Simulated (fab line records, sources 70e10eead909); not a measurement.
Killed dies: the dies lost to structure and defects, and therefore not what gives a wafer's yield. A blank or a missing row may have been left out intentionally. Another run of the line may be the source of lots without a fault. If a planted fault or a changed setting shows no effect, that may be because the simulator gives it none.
Which tool is to blame?	flow nand-harc	Sampling: 19 lots, 57 wafers, 6 of 1302 route steps

## WHAT THE GAUGES READ, wafer by wafer
Not one reading of a measure or inspect step in the record can be checked against a usual standard deviation.

## WHICH TOOL RAN EACH LOT (tool, then ch and the chambers of the sampled wafers, then the start)
lot	NHARC_A_CHANNEL_HOLE_D1_ETCH_34	NHARC_A_CHANNEL_HOLE_D1_ETCH_44	NHARC_A_CHANNEL_HOLE_D2_ETCH_38	NHARC_A_CHANNEL_FILL_D2_ALD_02	NHARC_A_CHANNEL_FILL_D2_ETCHBACK_19	NHARC_A_CHANNEL_FILL_D2_STRIP_28
L075	rie-diel-07 ch 0,2,3, day 9 00:02 or earlier	rie-diel-13 ch 0,2,3, day 9 00:02	rie-diel-11 ch 1,2,3, day 13 09:46	ald-hk-03 ch 0,1,2, day 13 21:20	rie-si-03 ch 1,2, day 14 20:59	rie-diel-08 ch 0,1, day 14 21:13
L077	rie-diel-10 ch 1,2,3, day 10 00:35 or earlier	rie-diel-10 ch 0,1,2, day 10 00:35	rie-diel-12 ch 0,1,3, day 14 07:13	ald-hk-02 ch 0,2,3, day 14 14:19	rie-si-02 ch 0,2, day 15 14:25	rie-diel-08 ch 0,1,2, day 15 14:37
L078	rie-diel-07 ch 0,2, day 10 08:40 or earlier	rie-diel-13 ch 0,2, day 10 08:40	rie-diel-11 ch 0,2, day 14 18:49	ald-hk-02 ch 0,2,3, day 15 06:40	rie-si-02 ch 0,2,3, day 16 09:18	rie-diel-06 ch 1,3, day 16 09:31
L080	rie-diel-07 ch 0,1,2, day 11 08:54 or earlier	rie-diel-13 ch 0,1,2, day 11 08:54	rie-diel-12 ch 0,1,2, day 15 21:40	ald-hk-03 ch 0,1,2, day 16 04:41	rie-si-02 ch 0,1,3, day 17 07:14	rie-diel-06 ch 1,2,3, day 17 07:28
L079	rie-diel-13 ch 0,2,3, day 11 10:22 or earlier	rie-diel-07 ch 0,2, day 11 10:22	rie-diel-12 ch 0,1, day 15 20:40	ald-hk-03 ch 2,3, day 16 07:49	rie-si-03 ch 0,1,3, day 17 07:15	rie-diel-08 ch 0,1,3, day 17 07:27
L081	rie-diel-07 ch 1,2,3, day 11 13:06 or earlier	rie-diel-07 ch 2,3, day 11 13:06	rie-diel-03 ch 1,2,3, day 16 08:07	ald-hk-02 ch 0,1,3, day 16 15:07	rie-si-02 ch 2,3, day 17 15:09	rie-diel-09 ch 0,2,3, day 17 15:22
L082	rie-diel-07 ch 0,2,3, day 12 05:39 or earlier	rie-diel-07 ch 0,1,3, day 12 05:39	rie-diel-03 ch 0,2,3, day 16 19:32	ald-hk-02 ch 0,1,2, day 17 06:22	rie-si-01 ch 1,2,3, day 18 08:42	rie-diel-06 ch 0,1,2, day 18 08:55
L083	rie-diel-07 ch 0,2,3, day 12 13:36 or earlier	rie-diel-07 ch 0,1,2, day 12 13:36	rie-diel-12 ch 1,2,3, day 17 06:56	ald-hk-02 ch 0,1,2, day 17 18:38	rie-si-03 ch 1,2,3, day 18 18:53	rie-diel-06 ch 0,2,3, day 18 19:06
L084	rie-diel-13 ch 0,1,3, day 13 06:29 or earlier	rie-diel-07 ch 0,1,2, day 13 06:29	rie-diel-03 ch 0,1,3, day 17 15:49	ald-hk-03 ch 0,1,2, day 18 00:50	rie-si-01 ch 0,3, day 19 00:46	rie-diel-09 ch 0,2,3, day 19 01:00
L085	rie-diel-07 ch 0,2,3, day 13 07:01 or earlier	rie-diel-10 ch 1,2,3, day 13 07:01	rie-diel-12 ch 0,1,3, day 17 16:46	ald-hk-02 ch 0,1,2, day 18 02:55	rie-si-02 ch 0,2,3, day 19 00:46	rie-diel-08 ch 1,2,3, day 19 00:59
L087	rie-diel-07 ch 1,2,3, day 14 02:37 or earlier	rie-diel-07 ch 1,3, day 14 02:37	rie-diel-11 ch 1,3, day 18 06:10	ald-hk-02 ch 1,2,3, day 18 13:15	rie-si-02 ch 0,2, day 19 10:42	rie-diel-09 ch 0,1,2, day 19 10:56
L088	rie-diel-07 ch 1,2, day 15 02:06 or earlier	rie-diel-13 ch 0,1,2, day 15 02:06	rie-diel-03 ch 1,2,3, day 19 08:51	ald-hk-03 ch 1,2,3, day 19 18:07	rie-si-03 ch 0,2,3, day 20 15:19	rie-diel-06 ch 0,1,2, day 20 15:32
L089	rie-diel-07 ch 0,3, day 15 06:52 or earlier	rie-diel-07 ch 0,3, day 15 06:52	rie-diel-03 ch 0,1,2, day 19 07:17	ald-hk-03 ch 0,2,3, day 19 15:21	rie-si-02 ch 0,2,3, day 20 15:21	rie-diel-09 ch 2,3, day 20 15:32
L090	rie-diel-07 ch 1,2,3, day 15 17:08 or earlier	rie-diel-07 ch 0,3, day 15 17:08	rie-diel-11 ch 0,1,2, day 20 07:17	ald-hk-03 ch 0,1, day 20 16:46	rie-si-03 ch 0,3, day 21 19:40	rie-diel-06 ch 1,2,3, day 21 19:56
L091	rie-diel-07 ch 1,2, day 15 18:43 or earlier	rie-diel-07 ch 1,2,3, day 15 18:43	rie-diel-12 ch 0,2,3, day 20 06:22	ald-hk-02 ch 1,2,3, day 20 16:23	rie-si-02 ch 0,3, day 21 19:40	rie-diel-06 ch 0,1,2, day 21 19:54
L092	rie-diel-07 ch 0,1,3, day 16 07:41 or earlier	rie-diel-07 ch 0,1,2, day 16 07:41	rie-diel-03 ch 2,3, day 20 22:14	ald-hk-04 ch 0,2,3, day 21 08:04	rie-si-03 ch 0,1,2, day 22 09:03	rie-diel-06 ch 0,2,3, day 22 09:16
L093	rie-diel-07 ch 0,1,3, day 16 17:34 or earlier	rie-diel-10 ch 0,2, day 16 17:34	rie-diel-12 ch 0,3, day 21 02:34	ald-hk-02 ch 1,2,3, day 21 14:28	rie-si-01 ch 2,3, day 22 14:05	rie-diel-09 ch 0,1, day 22 14:23
L094	rie-diel-07 ch 0,1,2, day 17 09:25 or earlier	rie-diel-10 ch 0,1,3, day 17 09:25	rie-diel-11 ch 0,1,2, day 21 17:52	ald-hk-02 ch 0,2,3, day 22 00:55	rie-si-01 ch 0,2, day 23 00:56	rie-diel-09 ch 2,3, day 23 01:09
L097	rie-diel-07 ch 1,3, day 18 05:16 or earlier	rie-diel-13 ch 1,2, day 18 05:16	rie-diel-11 ch 0,1,3, day 22 11:49	ald-hk-02 ch 0,1, day 22 18:53	rie-si-03 ch 0,1,3, day 23 20:41	rie-diel-06 ch 0,1, day 23 20:56
- NHARC_A_CHANNEL_HOLE_D1_ETCH_34: etches the open film in CF4/CHF3, target depth 154 nm, time 77 s.
- NHARC_A_CHANNEL_HOLE_D1_ETCH_44: etches the open film in CF4/O2, target depth 140 nm, overetch 14 nm, time 77 s.
- NHARC_A_CHANNEL_HOLE_D2_ETCH_38: etches the open film in CF4, target depth 39 nm, time 65 s.
- NHARC_A_CHANNEL_FILL_D2_ALD_02: deposits SiO2, target thk 6 nm, pulse time 10 s, ald cycles 60.
- NHARC_A_CHANNEL_FILL_D2_ETCHBACK_19: etches the open film in HBr/Cl2, target depth 5 nm, time 1.7 s.
- NHARC_A_CHANNEL_FILL_D2_STRIP_28: strips in O2, time 20 s.

## WHAT THE TOOLS THEMSELVES READ (means of the sampled wafers that have a number; where no wafer has one, the mark that the record gives instead)
NHARC_A_CHANNEL_HOLE_D1_ETCH_34. Usual: bias-w 199.9 W, standard deviation 0.6; drypump-motor-current-A 5.9 A, standard deviation 0.32; mfc-ar-sccm 0.008 sccm, standard deviation 0.0088; oes-product-au 0.942 a.u., standard deviation 0.022; rf-vpp-V 370.1 V, standard deviation 2.2; showerhead-plenum-p-Torr 1.56 Torr, standard deviation 0.062; throttle-valve-pct 16.802 %, standard deviation 0.0092.
lot	tool	bias-w (W)	drypump-motor-current-A (A)	mfc-ar-sccm (sccm)	oes-product-au (a.u.)	rf-vpp-V (V)	showerhead-plenum-p-Torr (Torr)	throttle-valve-pct (%)	flag
L075	rie-diel-07	199.9	6.0	0.007	0.925	368.7	1.53	16.808	
L077	rie-diel-10	199.8	5.4	0.016	0.922	370.2	1.55	16.804	
L078	rie-diel-07	199.8	6.1	0.013	0.921	369.8	1.55	16.805	
L080	rie-diel-07	199.9	6.0	0.007	0.925	371.2	1.58	16.808	
L079	rie-diel-13	200.0	5.6	0.017	0.920	367.5	1.51	16.799	
L081	rie-diel-07	200.1	6.1	0.006	0.926	370.9	1.59	16.802	
L082	rie-diel-07	199.8	6.0	0.007	0.928	368.7	1.53	16.800	
L083	rie-diel-07	200.7	6.0	0.007	0.968	369.8	1.53	16.798	
L084	rie-diel-13	199.4	5.8	0.015	0.933	369.6	1.54	16.798	
L085	rie-diel-07	200.0	6.0	0.007	0.927	369.3	1.53	16.795	
L087	rie-diel-07	199.9	6.2	0.006	0.977	370.1	1.59	16.799	
L088	rie-diel-07	200.2	6.2	0.006	0.936	372.6	1.63	16.806	
L089	rie-diel-07	199.8	5.9	0.002	0.964	367.8	1.51	16.807	
L090	rie-diel-07	199.9	6.2	0.006	0.969	371.3	1.58	16.799	
L091	rie-diel-07	199.8	6.2	0.006	0.984	372.1	1.63	16.810	
L092	rie-diel-07	200.6	5.9	0.002	0.934	369.5	1.56	16.797	
L093	rie-diel-07	200.0	5.9	0.002	0.970	369.8	1.56	16.804	
L094	rie-diel-07	199.3	6.0	0.007	0.922	371.0	1.58	16.802	
L097	rie-diel-07	199.3	6.1	0.000	0.932	369.8	1.56	16.806	

NHARC_A_CHANNEL_HOLE_D1_ETCH_44. Usual: bias-w 100.00 W, standard deviation 0.27; drypump-motor-current-A 5.9 A, standard deviation 0.35; mfc-ar-sccm 0.010 sccm, standard deviation 0.0098; oes-product-au 1.002 a.u., standard deviation 0.0089; rf-vpp-V 197.4 V, standard deviation 1.3; showerhead-plenum-p-Torr 1.32 Torr, standard deviation 0.049; throttle-valve-pct 13.399 %, standard deviation 0.0094.
lot	tool	bias-w (W)	drypump-motor-current-A (A)	mfc-ar-sccm (sccm)	oes-product-au (a.u.)	rf-vpp-V (V)	showerhead-plenum-p-Torr (Torr)	throttle-valve-pct (%)	flag
L075	rie-diel-13	100.05	5.6	0.017	1.000	197.2	1.28	13.401	
L077	rie-diel-10	99.82	5.5	0.017	0.996	197.5	1.32	13.398	
L078	rie-diel-13	100.03	5.6	0.016	0.997	197.0	1.29	13.407	
L080	rie-diel-13	100.16	5.7	0.014	0.997	197.8	1.32	13.400	
L079	rie-diel-07	99.93	5.8	0.009	1.001	197.3	1.29	13.402	
L081	rie-diel-07	99.79	6.2	0.011	1.001	198.2	1.32	13.393	
L082	rie-diel-07	100.24	5.9	0.002	1.007	197.8	1.32	13.396	
L083	rie-diel-07	100.26	6.0	0.007	0.995	198.2	1.34	13.398	
L084	rie-diel-07	100.10	6.0	0.007	0.994	196.8	1.34	13.403	
L085	rie-diel-10	99.97	5.5	0.016	0.998	196.7	1.31	13.394	
L087	rie-diel-07	99.73	6.1	0.000	0.999	198.3	1.37	13.392	
L088	rie-diel-13	99.89	5.8	0.014	1.006	196.6	1.31	13.403	
L089	rie-diel-07	99.91	5.9	0.002	1.003	197.0	1.28	13.398	
L090	rie-diel-07	100.03	5.7	0.003	0.998	196.4	1.27	13.400	
L091	rie-diel-07	100.17	6.2	0.006	1.003	196.7	1.34	13.384	
L092	rie-diel-07	100.01	6.0	0.007	1.003	197.9	1.34	13.404	
L093	rie-diel-10	99.85	5.4	0.011	1.002	197.1	1.30	13.405	
L094	rie-diel-10	99.98	5.6	0.013	1.005	197.1	1.29	13.404	
L097	rie-diel-13	100.37	5.5	0.020	1.005	198.2	1.30	13.397	

NHARC_A_CHANNEL_HOLE_D2_ETCH_38. Usual: bias-w 100.02 W, standard deviation 0.29; drypump-motor-current-A 5.6 A, standard deviation 0.48; mfc-ar-sccm 0.009 sccm, standard deviation 0.014; oes-product-au 0.994 a.u., standard deviation 0.0089; rf-vpp-V 151.1 V, standard deviation 1.1; showerhead-plenum-p-Torr 1.74 Torr, standard deviation 0.068; throttle-valve-pct 13.284 %, standard deviation 0.0091.
lot	tool	bias-w (W)	drypump-motor-current-A (A)	mfc-ar-sccm (sccm)	oes-product-au (a.u.)	rf-vpp-V (V)	showerhead-plenum-p-Torr (Torr)	throttle-valve-pct (%)	flag
L075	rie-diel-11	100.07	5.7	0.032	0.995	151.4	1.74	13.283	
L077	rie-diel-12	100.09	6.0	0.004	0.994	151.3	1.77	13.291	
L078	rie-diel-11	99.98	5.2	0.014	0.986	151.4	1.82	13.286	
L080	rie-diel-12	100.09	5.5	0.000	0.993	152.3	1.80	13.288	
L079	rie-diel-12	100.17	5.8	0.000	0.986	152.3	1.82	13.290	
L081	rie-diel-03	100.03	5.8	0.001	0.991	150.5	1.68	13.278	
L082	rie-diel-03	100.21	5.8	0.002	0.991	151.4	1.71	13.274	
L083	rie-diel-12	99.97	5.6	0.004	0.994	150.8	1.76	13.288	
L084	rie-diel-03	99.94	5.6	0.002	0.994	150.6	1.71	13.278	
L085	rie-diel-12	99.73	5.9	0.004	1.000	151.0	1.77	13.283	
L087	rie-diel-11	100.08	5.6	0.031	0.997	151.4	1.70	13.284	
L088	rie-diel-03	100.02	5.8	0.001	1.002	151.0	1.67	13.294	
L089	rie-diel-03	100.11	5.6	0.001	0.991	150.5	1.69	13.283	
L090	rie-diel-11	100.00	5.4	0.020	0.993	151.3	1.77	13.283	
L091	rie-diel-12	99.89	5.5	0.004	0.992	152.1	1.82	13.280	
L092	rie-diel-03	99.79	5.9	0.001	0.989	151.1	1.67	13.290	
L093	rie-diel-12	100.25	5.8	0.004	0.987	152.4	1.83	13.274	
L094	rie-diel-11	99.91	5.4	0.020	0.994	151.6	1.77	13.282	
L097	rie-diel-11	99.78	5.3	0.019	0.994	150.8	1.74	13.280	

NHARC_A_CHANNEL_FILL_D2_ALD_02. Usual: heater-power-w 474 W, standard deviation 27; precursor-pulse-height-rel 0.998, standard deviation 0.019.
lot	tool	heater-power-w (W)	precursor-pulse-height-rel	flag
L075	ald-hk-03	484	0.996	
L077	ald-hk-02	481	0.995	
L078	ald-hk-02	484	1.012	
L080	ald-hk-03	498	1.006	
L079	ald-hk-03	475	0.997	
L081	ald-hk-02	466	1.002	
L082	ald-hk-02	467	0.994	
L083	ald-hk-02	476	0.996	
L084	ald-hk-03	489	1.008	
L085	ald-hk-02	480	1.019	
L087	ald-hk-02	452	0.996	
L088	ald-hk-03	472	0.981	
L089	ald-hk-03	480	1.003	
L090	ald-hk-03	490	0.999	
L091	ald-hk-02	456	0.981	
L092	ald-hk-04	477	1.004	
L093	ald-hk-02	456	1.000	
L094	ald-hk-02	480	0.987	
L097	ald-hk-02	475	0.990	

NHARC_A_CHANNEL_FILL_D2_ETCHBACK_19. Usual: bias-w 100.0 W, standard deviation 0.3; drypump-motor-current-A 5.8 A, standard deviation 0.57; oes-product-au 0.999 a.u., standard deviation 0.0089; throttle-valve-pct 26.406 %, standard deviation 0.0096.
lot	tool	bias-w (W)	drypump-motor-current-A (A)	oes-product-au (a.u.)	throttle-valve-pct (%)	flag
L075	rie-si-03	99.5	5.6	0.997	26.395	
L077	rie-si-02	99.9	5.5	1.009	26.413	
L078	rie-si-02	100.1	5.8	0.994	26.405	
L080	rie-si-02	99.7	5.4	0.997	26.402	
L079	rie-si-03	99.8	5.8	0.993	26.409	
L081	rie-si-02	99.9	6.2	0.997	26.412	
L082	rie-si-01	99.8	5.8	1.005	26.414	
L083	rie-si-03	100.0	5.6	0.994	26.407	
L084	rie-si-01	100.2	6.2	0.999	26.418	
L085	rie-si-02	99.8	5.7	0.993	26.414	
L087	rie-si-02	99.9	5.3	1.002	26.405	
L088	rie-si-03	100.1	6.0	1.008	26.404	
L089	rie-si-02	99.9	5.8	1.000	26.412	
L090	rie-si-03	100.0	6.3	1.001	26.401	
L091	rie-si-02	100.0	5.5	0.992	26.409	
L092	rie-si-03	100.0	5.8	0.990	26.404	
L093	rie-si-01	99.9	5.8	0.998	26.396	
L094	rie-si-01	99.9	6.5	0.990	26.406	
L097	rie-si-03	100.0	5.8	0.995	26.412	

NHARC_A_CHANNEL_FILL_D2_STRIP_28. Usual: drypump-motor-current-A 5.9 A, standard deviation 0.39; mfc-ar-sccm 0.013 sccm, standard deviation 0.016; oes-product-au 0.999 a.u., standard deviation 0.0092; rf-vpp-V 57.7 V, standard deviation 0.93; showerhead-plenum-p-Torr 3.55 Torr, standard deviation 0.15; throttle-valve-pct 17.035 %, standard deviation 0.0092.
lot	tool	drypump-motor-current-A (A)	mfc-ar-sccm (sccm)	oes-product-au (a.u.)	rf-vpp-V (V)	showerhead-plenum-p-Torr (Torr)	throttle-valve-pct (%)	flag
L075	rie-diel-08	6.2	0.016	1.005	57.6	3.46	17.035	
L077	rie-diel-08	6.2	0.020	1.007	57.8	3.42	17.040	
L078	rie-diel-06	6.2	0.013	1.011	57.6	3.42	17.029	
L080	rie-diel-06	6.0	0.013	1.000	57.9	3.56	17.034	
L079	rie-diel-08	6.1	0.008	1.005	57.0	3.50	17.035	
L081	rie-diel-09	5.8	0.011	0.986	57.8	3.64	17.036	
L082	rie-diel-06	5.8	0.018	0.999	58.4	3.54	17.039	
L083	rie-diel-06	5.6	0.005	1.005	58.1	3.49	17.039	
L084	rie-diel-09	5.8	0.011	0.994	58.4	3.64	17.041	
L085	rie-diel-08	5.9	0.012	1.002	57.7	3.46	17.040	
L087	rie-diel-09	5.8	0.011	0.996	57.8	3.63	17.029	
L088	rie-diel-06	5.7	0.018	0.998	57.5	3.54	17.044	
L089	rie-diel-09	5.5	0.023	0.990	57.8	3.70	17.033	
L090	rie-diel-06	6.0	0.013	0.999	57.1	3.56	17.036	
L091	rie-diel-06	5.8	0.018	0.991	58.0	3.54	17.032	
L092	rie-diel-06	5.6	0.005	0.999	57.3	3.49	17.033	
L093	rie-diel-09	6.0	0.000	0.997	57.8	3.59	17.034	
L094	rie-diel-09	5.5	0.023	0.997	59.4	3.70	17.035	
L097	rie-diel-06	5.6	0.024	0.993	56.6	3.38	17.037	

## THE ANSWER, worked out from the rows above alone
Rule: take the mean of a lot's wafers that have a number; if it is more than 3 standard deviations from the usual mean, the lot is off. Also off: a lot with no number at a reading for which 4 or more lots have one. All remaining lots with rows at the step are treated as sound. Order of review: gauges by route order, followed by the tools' own readings, for which a lot's mean as printed above is used. The first step at which some lot is off is used, and at that step the reading that is off furthest; a lot without a number counts as furthest.
None of the lots is off at any reading shown; this tells nothing.

## WHAT THE SIMULATOR HAD PUT IN
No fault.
